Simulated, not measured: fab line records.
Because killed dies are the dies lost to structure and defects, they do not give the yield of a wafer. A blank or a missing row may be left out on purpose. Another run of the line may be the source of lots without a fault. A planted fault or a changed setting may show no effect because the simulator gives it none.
Chamber matching | flow n5-finfet | N5_BEOL_M0_ALD_136 on ald-metal-04: 4 sister chambers
The step deposits TaN, pulse time 2 s, purge time 3 s, co reactant purge time 2 s. 16 wafers are shown with their chamber, then 8 later ones without.

WAFERS WITH THEIR CHAMBER
wafer  | chamber | heater-power-w (W) | precursor-vessel-temp-c (C) | precursor-vessel-pressure-torr (Torr)
L074.1 | 0       | 415                | 74.98                       | 26.33
L074.3 | 2       | 493                | 75.04                       | 26.22
L074.6 | 1       | 440                | 74.85                       | 26.23
L077.2 | 2       | 485                | 75.03                       | 26.27
L077.3 | 0       | 423                | 75.04                       | 26.16
L077.6 | 1       | 432                | 75.04                       | 26.23
L082.3 | 3       | 374                | 74.88                       | 26.20
L082.5 | 1       | 450                | 74.97                       | 26.35
L082.6 | 2       | 495                | 74.77                       | 26.31
L084.2 | 2       | 491                | 75.04                       | 26.27
L084.3 | 3       | 372                | 74.85                       | 26.14
L084.5 | 2       | 486                | 74.97                       | 26.32
L087.1 | 3       | 364                | 75.09                       | 26.29
L087.5 | 3       | 380                | 74.87                       | 26.33
L087.6 | 2       | 497                | 75.10                       | 26.26
L089.1 | 0       | 431                | 75.26                       | 26.35

SIGNATURES (means of the wafers above)
reading                        | chamber 0 | chamber 1 | chamber 2 | chamber 3 | scatter within a chamber
heater-power-w                 | 423.00    | 440.67    | 491.17    | 372.50    | 6.7
precursor-vessel-temp-c        | 75.0933   | 74.9533   | 74.9917   | 74.9225   | 0.118
precursor-vessel-pressure-torr | 26.2800   | 26.2700   | 26.2750   | 26.2400   | 0.0708
Rule: for each reading, subtract the chamber's mean from the wafer's reading, divide by that reading's scatter and square the result; add these up over the readings and take the root, which gives the wafer's distance from the chamber. The wafer belongs to the nearest chamber; if the next one is less than 2 further off, it can't be placed. The scatter is the square root of a quotient: the sum, over the shown wafers, of each reading's squared deviation from its chamber's mean, divided by wafers minus chambers.

WAFERS WHOSE CHAMBER IS MISSING
wafer  | heater-power-w (W) | precursor-vessel-temp-c (C) | precursor-vessel-pressure-torr (Torr)
L089.3 | 435                | 74.99                       | 26.17
L089.5 | 491                | 74.84                       | 26.39
L091.2 | 418                | 75.09                       | 26.31
L091.4 | 483                | 75.05                       | 26.25
L091.6 | 436                | 75.06                       | 26.18
L097.3 | 490                | 75.04                       | 26.25
L097.4 | 379                | 74.90                       | 26.32
L097.5 | 441                | 74.84                       | 26.27

CHAMBER TAKEN BY EACH
wafer  | from the rows above     | in truth
L089.3 | can't be placed: 1 or 0 | 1
L089.5 | 2                       | 2
L091.2 | 0                       | 0
L091.4 | 2                       | 2
L091.6 | can't be placed: 1 or 0 | 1
L097.3 | 2                       | 2
L097.4 | 3                       | 3
L097.5 | 1                       | 1
6 of 8 placed correctly. From these rows, 2 cannot be placed; in 2 the true chamber is one of the candidates. Number placed wrongly: 0.
